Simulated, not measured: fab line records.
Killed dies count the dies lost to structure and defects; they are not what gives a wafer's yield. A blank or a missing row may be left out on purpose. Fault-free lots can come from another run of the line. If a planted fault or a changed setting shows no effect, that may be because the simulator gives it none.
Which tool was responsible? -- flow n5Finfet -- 21 lots, 63 wafers sampled, at 6 steps of a route of 1938

## WHAT EACH GAUGE READ, for each wafer
The record lacks any reading of a measuring or inspecting step that a usual standard deviation could be used to judge.

## TOOL THAT RAN EACH LOT (tool first, then ch and the chambers of the sampled wafers, then the start)
lot,N5_MOL_CONTACT_COAG_PRE_CLEAN_141,N5_MOL_CONTACT_COAG_PRE_CLEAN_142,N5_MOL_CONTACT_COAG_DESCUM_88,N5_MOL_CONTACT_COAG_ETCH_89,N5_MOL_CONTACT_COAG_ETCH_90,N5_MOL_CONTACT_COAG_ETCH_47
L074,"pvdSputter-02, day 4 20:33","pvdSputter-01, day 4 23:29","rieDiel-06 ch 1,2,3, day 5 04:13","rieDiel-06 ch 1,2,3, day 5 04:15","rieDiel-06 ch 1,2,3, day 5 04:16","rieDiel-04 ch 0,3, day 5 04:49"
L075,"pvdSputter-02, day 5 02:48","pvdSputter-01, day 5 04:34","rieDiel-04 ch 0,1,2, day 5 08:37","rieDiel-04 ch 0,1,2, day 5 08:39","rieDiel-04 ch 0,1,2, day 5 08:40","rieDiel-04 ch 1,3, day 5 09:11"
L076,"pvdSputter-03, day 5 04:44","pvdSputter-03, day 5 08:39","rieDiel-05 ch 0,2,3, day 5 12:47","rieDiel-05 ch 0,2,3, day 5 12:49","rieDiel-05 ch 0,2,3, day 5 12:50","rieDiel-04 ch 0,1,3, day 5 13:26"
L077,"pvdSputter-01, day 5 12:37","pvdSputter-03, day 5 16:02","rieDiel-05 ch 0,3, day 5 20:28","rieDiel-05 ch 0,3, day 5 20:29","rieDiel-05 ch 0,3, day 5 20:31","rieDiel-05 ch 0,3, day 5 21:38"
L078,"pvdSputter-02, day 5 21:10","pvdSputter-02, day 6 00:20","rieDiel-04 ch 1,2,3, day 6 04:25","rieDiel-04 ch 1,2,3, day 6 04:26","rieDiel-04 ch 1,2,3, day 6 04:28","rieDiel-06 ch 1,2, day 6 05:01"
L079,"pvdSputter-02, day 6 01:01","pvdSputter-03, day 6 04:41","rieDiel-06 ch 1,2,3, day 6 08:46","rieDiel-06 ch 1,2,3, day 6 08:48","rieDiel-06 ch 1,2,3, day 6 08:49","rieDiel-04 ch 0,1,2, day 6 09:22"
L080,"pvdSputter-02, day 6 09:17","pvdSputter-03, day 6 12:08","rieDiel-04 ch 0,1,3, day 6 16:23","rieDiel-04 ch 0,1,3, day 6 16:25","rieDiel-04 ch 0,1,3, day 6 16:26","rieDiel-05 ch 0,1, day 6 17:22"
L081,"pvdSputter-03, day 6 12:49","pvdSputter-01, day 6 17:16","rieDiel-04 ch 1,2, day 6 23:01","rieDiel-04 ch 1,2, day 6 23:03","rieDiel-04 ch 1,2, day 6 23:04","rieDiel-05 ch 0,1, day 6 23:37"
L082,"pvdSputter-02, day 6 22:47","pvdSputter-02, day 7 01:08","rieDiel-06 ch 0,1,2, day 7 05:18","rieDiel-06 ch 0,1,2, day 7 05:20","rieDiel-06 ch 0,1,2, day 7 05:22","rieDiel-06 ch 1,2, day 7 06:01"
L083,"pvdSputter-02, day 7 00:02","pvdSputter-01, day 7 03:31","rieDiel-05 ch 0,1,2, day 7 08:01","rieDiel-05 ch 0,1,2, day 7 08:03","rieDiel-05 ch 0,1,2, day 7 08:04","rieDiel-06 ch 1,2, day 7 08:35"
L084,"pvdSputter-03, day 7 04:31","pvdSputter-03, day 7 07:39","rieDiel-06 ch 0,1,2, day 7 12:29","rieDiel-06 ch 0,1,2, day 7 12:31","rieDiel-06 ch 0,1,2, day 7 12:32","rieDiel-04 ch 0,1,3, day 7 13:49"
L085,"pvdSputter-02, day 7 17:51","pvdSputter-01, day 7 20:49","rieDiel-06 ch 0,2, day 8 00:44","rieDiel-06 ch 0,2, day 8 00:47","rieDiel-06 ch 0,2, day 8 00:48","rieDiel-06 ch 1,2, day 8 01:19"
L086,"pvdSputter-01, day 7 21:20","pvdSputter-03, day 8 01:19","rieDiel-04 ch 0,2,3, day 8 05:24","rieDiel-04 ch 0,2,3, day 8 05:26","rieDiel-04 ch 0,2,3, day 8 05:28","rieDiel-04 ch 0,1,3, day 8 06:25"
L087,"pvdSputter-03, day 8 01:09","pvdSputter-03, day 8 03:35","rieDiel-04 ch 0,2, day 8 07:37","rieDiel-04 ch 0,2, day 8 07:39","rieDiel-04 ch 0,2, day 8 07:40","rieDiel-06 ch 1,2,3, day 8 08:19"
L088,"pvdSputter-02, day 8 09:10","pvdSputter-02, day 8 11:24","rieDiel-05 ch 2, day 8 16:14","rieDiel-05 ch 2, day 8 16:17","rieDiel-05 ch 2, day 8 16:19","rieDiel-04 ch 0,3, day 8 16:52"
L090,"pvdSputter-02, day 8 19:20","pvdSputter-01, day 8 22:52","rieDiel-06 ch 2,3, day 9 04:01","rieDiel-06 ch 2,3, day 9 04:02","rieDiel-06 ch 2,3, day 9 04:04","rieDiel-06 ch 1,2, day 9 04:35"
L092,"pvdSputter-02, day 9 07:28","pvdSputter-03, day 9 12:13","rieDiel-05 ch 1,3, day 9 16:31","rieDiel-05 ch 1,3, day 9 16:34","rieDiel-05 ch 1,3, day 9 16:36","rieDiel-04 ch 2,3, day 9 17:16"
L093,"pvdSputter-01, day 9 14:24","pvdSputter-01, day 9 16:43","rieDiel-06 ch 2,3, day 9 21:02","rieDiel-06 ch 2,3, day 9 21:05","rieDiel-06 ch 2,3, day 9 21:05","rieDiel-06 ch 1,2, day 9 22:01"
L094,"pvdSputter-02, day 9 21:40","pvdSputter-01, day 9 23:40","rieDiel-04 ch 0,2, day 10 04:01","rieDiel-04 ch 0,2, day 10 04:02","rieDiel-04 ch 0,2, day 10 04:04","rieDiel-06 ch 2,3, day 10 04:39"
L095,"pvdSputter-02, day 10 04:25","pvdSputter-02, day 10 06:37","rieDiel-04 ch 0,1,3, day 10 10:33","rieDiel-04 ch 0,1,3, day 10 10:35","rieDiel-04 ch 0,1,3, day 10 10:36","rieDiel-04 ch 1,2, day 10 11:08"
L097,"pvdSputter-01, day 10 18:26","pvdSputter-01, day 10 20:37","rieDiel-05 ch 1,2,3, day 11 01:06","rieDiel-05 ch 1,2,3, day 11 01:08","rieDiel-05 ch 1,2,3, day 11 01:09","rieDiel-06 ch 0,2,3, day 11 01:41"
- N5_MOL_CONTACT_COAG_PRE_CLEAN_141: time 60 s.
- N5_MOL_CONTACT_COAG_PRE_CLEAN_142: time 60 s.
- N5_MOL_CONTACT_COAG_DESCUM_88: chemistry O2, time 7 s.
- N5_MOL_CONTACT_COAG_ETCH_89: etches underlayer in N2/H2, target depth 13 nm, time 10.4 s.
- N5_MOL_CONTACT_COAG_ETCH_90: etches SiARC in CF4, target depth 13 nm, time 21.7 s.
- N5_MOL_CONTACT_COAG_ETCH_47: etches SiNx in CH3F/O2, stops on W, target depth 27 nm.

## WHAT THE TOOLS THEMSELVES READ (means of the sampled wafers that have a number; where no wafer has one, the mark that the record gives instead)
N5_MOL_CONTACT_COAG_PRE_CLEAN_141. Usual: 467 W for heaterPowerW, sd 38.
lot,tool,heaterPowerW (W),flag
L074,pvdSputter-02,469,
L075,pvdSputter-02,473,
L076,pvdSputter-03,427,
L077,pvdSputter-01,406,
L078,pvdSputter-02,466,
L079,pvdSputter-02,480,
L080,pvdSputter-02,465,
L081,pvdSputter-03,446,
L082,pvdSputter-02,483,
L083,pvdSputter-02,470,
L084,pvdSputter-03,471,
L085,pvdSputter-02,480,
L086,pvdSputter-01,440,
L087,pvdSputter-03,447,
L088,pvdSputter-02,468,
L090,pvdSputter-02,498,
L092,pvdSputter-02,467,
L093,pvdSputter-01,437,
L094,pvdSputter-02,482,
L095,pvdSputter-02,458,
L097,pvdSputter-01,460,

N5_MOL_CONTACT_COAG_PRE_CLEAN_142. Usual: 455 W for heaterPowerW, sd 38.
lot,tool,heaterPowerW (W),flag
L074,pvdSputter-01,416,
L075,pvdSputter-01,416,
L076,pvdSputter-03,451,
L077,pvdSputter-03,497,
L078,pvdSputter-02,472,
L079,pvdSputter-03,449,
L080,pvdSputter-03,450,
L081,pvdSputter-01,458,
L082,pvdSputter-02,495,
L083,pvdSputter-01,444,
L084,pvdSputter-03,463,
L085,pvdSputter-01,466,
L086,pvdSputter-03,488,
L087,pvdSputter-03,467,
L088,pvdSputter-02,519,
L090,pvdSputter-01,431,
L092,pvdSputter-03,470,
L093,pvdSputter-01,461,
L094,pvdSputter-01,449,
L095,pvdSputter-02,457,
L097,pvdSputter-01,417,

N5_MOL_CONTACT_COAG_DESCUM_88. Usual: drypumpMotorCurrentA 5.7 A, standard deviation 0.43; oesProductAu 0.76 a.u., standard deviation 0.096; rfVppV 242.6 V, standard deviation 1.4; showerheadPlenumPTorr 2.06 Torr, standard deviation 0.074; throttleValvePct 20.4 %, standard deviation 0.31.
lot,tool,drypumpMotorCurrentA (A),oesProductAu (a.u.),rfVppV (V),showerheadPlenumPTorr (Torr),throttleValvePct (%),flag
L074,rieDiel-06,5.9,0.79,243.3,2.04,20.4,
L075,rieDiel-04,5.5,0.72,242.8,2.07,20.4,
L076,rieDiel-05,5.5,0.71,243.2,2.08,20.5,
L077,rieDiel-05,5.7,0.69,242.4,2.02,20.7,
L078,rieDiel-04,5.4,0.78,243.3,2.08,20.2,
L079,rieDiel-06,6.0,0.77,242.1,2.03,20.5,
L080,rieDiel-04,5.4,0.77,241.7,2.02,20.1,
L081,rieDiel-04,5.4,0.72,243.3,2.07,20.3,
L082,rieDiel-06,6.0,0.70,242.1,2.04,20.7,
L083,rieDiel-05,5.6,0.76,242.7,2.08,20.5,
L084,rieDiel-06,6.0,0.70,242.1,2.04,20.7,
L085,rieDiel-06,6.2,0.70,242.1,2.03,20.6,
L086,rieDiel-04,5.5,0.76,241.8,2.08,20.3,
L087,rieDiel-04,5.7,0.71,243.1,2.13,20.6,
L088,rieDiel-05,5.1,0.71,244.5,2.16,20.3,
L090,rieDiel-06,5.8,0.74,241.6,1.99,20.4,
L092,rieDiel-05,5.8,0.73,243.7,2.05,20.5,
L093,rieDiel-06,5.8,0.73,242.1,1.99,20.4,
L094,rieDiel-04,5.7,0.90,244.5,2.23,20.3,
L095,rieDiel-04,5.4,0.83,243.5,2.10,20.0,
L097,rieDiel-05,5.6,0.84,242.1,2.08,20.3,

N5_MOL_CONTACT_COAG_ETCH_89. Usual: drypumpMotorCurrentA 5.7 A, standard deviation 0.43; etchRfOnTimeS 10.3 s, standard deviation 0.3; n2FlowSccm 200.0 sccm, standard deviation 0.64; oesProductAu 0.66 a.u., standard deviation 0.084; rfVppV 522.7 V, standard deviation 2.7; showerheadPlenumPTorr 2.50 Torr, standard deviation 0.088; throttleValvePct 17.8 %, standard deviation 0.31.
lot,tool,drypumpMotorCurrentA (A),etchRfOnTimeS (s),n2FlowSccm (sccm),oesProductAu (a.u.),rfVppV (V),showerheadPlenumPTorr (Torr),throttleValvePct (%),flag
L074,rieDiel-06,6.0,10.0,200.4,0.68,521.7,2.49,18.0,
L075,rieDiel-04,5.5,10.5,200.0,0.62,521.9,2.51,17.8,
L076,rieDiel-05,5.5,10.5,199.6,0.60,523.1,2.52,18.0,
L077,rieDiel-05,5.7,10.3,199.9,0.59,521.4,2.43,18.0,
L078,rieDiel-04,5.4,10.4,200.5,0.68,522.6,2.53,17.6,
L079,rieDiel-06,6.0,10.0,200.9,0.67,522.5,2.48,18.0,
L080,rieDiel-04,5.4,10.4,199.4,0.67,522.0,2.45,17.6,
L081,rieDiel-04,5.4,10.7,199.8,0.62,521.9,2.50,17.7,
L082,rieDiel-06,6.1,10.3,200.0,0.61,522.8,2.48,18.1,
L083,rieDiel-05,5.7,10.3,199.2,0.65,523.4,2.51,17.8,
L084,rieDiel-06,6.0,10.2,200.6,0.61,522.4,2.48,18.2,
L085,rieDiel-06,6.2,10.6,199.3,0.60,522.5,2.47,18.1,
L086,rieDiel-04,5.6,10.3,200.4,0.67,522.6,2.51,17.8,
L087,rieDiel-04,5.7,10.7,199.9,0.60,524.9,2.57,18.0,
L088,rieDiel-05,5.1,10.7,199.7,0.60,527.4,2.64,17.8,
L090,rieDiel-06,5.8,10.4,199.8,0.65,521.5,2.45,18.1,
L092,rieDiel-05,5.8,10.5,200.0,0.62,522.7,2.51,18.2,
L093,rieDiel-06,5.8,10.4,200.7,0.64,520.6,2.44,18.1,
L094,rieDiel-04,5.7,10.5,200.1,0.76,527.9,2.69,17.8,
L095,rieDiel-04,5.4,10.5,200.3,0.73,524.0,2.54,17.5,
L097,rieDiel-05,5.6,10.6,199.7,0.71,523.0,2.55,17.8,

N5_MOL_CONTACT_COAG_ETCH_90. Usual: drypumpMotorCurrentA 5.7 A, standard deviation 0.42; etchRfOnTimeS 21.6 s, standard deviation 0.64; oesProductAu 0.66 a.u., standard deviation 0.085; rfVppV 183.7 V, standard deviation 1.1; showerheadPlenumPTorr 2.10 Torr, standard deviation 0.072; throttleValvePct 15.56 %, standard deviation 0.29.
lot,tool,drypumpMotorCurrentA (A),etchRfOnTimeS (s),oesProductAu (a.u.),rfVppV (V),showerheadPlenumPTorr (Torr),throttleValvePct (%),flag
L074,rieDiel-06,6.0,20.8,0.69,182.6,2.07,15.61,
L075,rieDiel-04,5.5,21.8,0.62,183.8,2.11,15.52,
L076,rieDiel-05,5.5,21.7,0.60,184.0,2.13,15.78,
L077,rieDiel-05,5.7,22.0,0.59,183.1,2.07,15.86,
L078,rieDiel-04,5.4,21.8,0.68,183.9,2.12,15.38,
L079,rieDiel-06,6.0,21.2,0.67,183.4,2.07,15.63,
L080,rieDiel-04,5.4,21.5,0.67,183.8,2.06,15.36,
L081,rieDiel-04,5.4,21.9,0.62,182.9,2.10,15.47,
L082,rieDiel-06,6.0,21.3,0.61,182.5,2.09,15.89,
L083,rieDiel-05,5.6,21.7,0.65,184.4,2.12,15.56,
L084,rieDiel-06,6.0,21.3,0.61,183.3,2.09,15.89,
L085,rieDiel-06,6.2,22.0,0.60,182.8,2.09,15.91,
L086,rieDiel-04,5.6,21.5,0.66,183.6,2.11,15.48,
L087,rieDiel-04,5.7,21.8,0.61,184.1,2.15,15.68,
L088,rieDiel-05,5.1,22.2,0.60,184.2,2.23,15.64,
L090,rieDiel-06,5.8,21.5,0.65,183.1,2.03,15.57,
L092,rieDiel-05,5.7,21.9,0.62,183.9,2.11,15.72,
L093,rieDiel-06,5.8,21.3,0.65,182.5,2.03,15.60,
L094,rieDiel-04,5.7,21.8,0.77,185.4,2.26,15.35,
L095,rieDiel-04,5.4,21.8,0.72,183.9,2.14,15.24,
L097,rieDiel-05,5.6,21.7,0.71,184.0,2.14,15.48,

N5_MOL_CONTACT_COAG_ETCH_47. Usual: O2_flow_sccm 20.00 sccm, standard deviation 0.06; drypumpMotorCurrentA 5.7 A, standard deviation 0.42; etchRfOnTimeS 31.3 s, standard deviation 0.77; oesProductAu 0.68 a.u., standard deviation 0.084; rfVppV 295 V, standard deviation 7.1; showerheadPlenumPTorr 1.95 Torr, standard deviation 0.066; throttleValvePct 16.31 %, standard deviation 0.25.
lot,tool,O2_flow_sccm (sccm),drypumpMotorCurrentA (A),etchRfOnTimeS (s),oesProductAu (a.u.),rfVppV (V),showerheadPlenumPTorr (Torr),throttleValvePct (%),flag
L074,rieDiel-04,20.01,5.4,30.4,0.78,294,1.96,16.07,
L075,rieDiel-04,19.95,5.3,31.8,0.72,294,1.93,15.94,
L076,rieDiel-04,20.07,5.4,31.4,0.71,294,1.93,16.08,
L077,rieDiel-05,20.01,5.6,31.9,0.60,292,1.96,16.66,
L078,rieDiel-06,19.98,5.7,30.6,0.65,305,1.91,16.43,
L079,rieDiel-04,20.03,5.5,31.6,0.64,291,1.96,16.24,
L080,rieDiel-05,19.95,5.9,30.8,0.74,296,1.95,16.24,
L081,rieDiel-05,20.05,6.0,31.2,0.73,297,1.95,16.25,
L082,rieDiel-06,19.98,5.7,31.4,0.64,305,1.91,16.45,
L083,rieDiel-06,19.93,5.6,31.1,0.64,304,1.91,16.45,
L084,rieDiel-04,20.04,5.4,31.4,0.69,292,1.93,16.11,
L085,rieDiel-06,19.96,5.6,31.0,0.64,305,1.91,16.47,
L086,rieDiel-04,20.04,5.4,31.4,0.68,292,1.93,16.11,
L087,rieDiel-06,20.06,6.0,30.8,0.68,296,1.92,16.37,
L088,rieDiel-04,20.04,5.4,31.0,0.74,293,1.95,16.12,
L090,rieDiel-06,20.00,5.8,30.9,0.62,301,1.93,16.58,
L092,rieDiel-04,20.01,5.7,31.4,0.69,291,2.03,16.32,
L093,rieDiel-06,19.97,5.8,31.3,0.62,303,1.93,16.60,
L094,rieDiel-06,20.03,6.2,31.0,0.71,291,1.91,16.19,
L095,rieDiel-04,20.03,5.6,32.8,0.62,292,2.00,16.34,
L097,rieDiel-06,19.97,6.2,30.9,0.74,295,1.92,16.25,

## THE ANSWER, worked out from the rows above alone
Rule: a lot is off if the mean of its wafers that have a number lies more than 3 standard deviations from the usual mean. Also off: a lot with no number at a reading for which 4 or more lots have one. The other lots that the step has rows for count as sound. First the gauges in route order, then the tools' own readings, where a lot's mean is used as printed above. At the first step where some lot is off, the reading lying furthest off is the one used; lots without a number count as furthest.
Across all readings shown, no lot is off: no conclusion can be drawn from this.

## WHAT HAD BEEN PUT IN BY THE SIMULATOR
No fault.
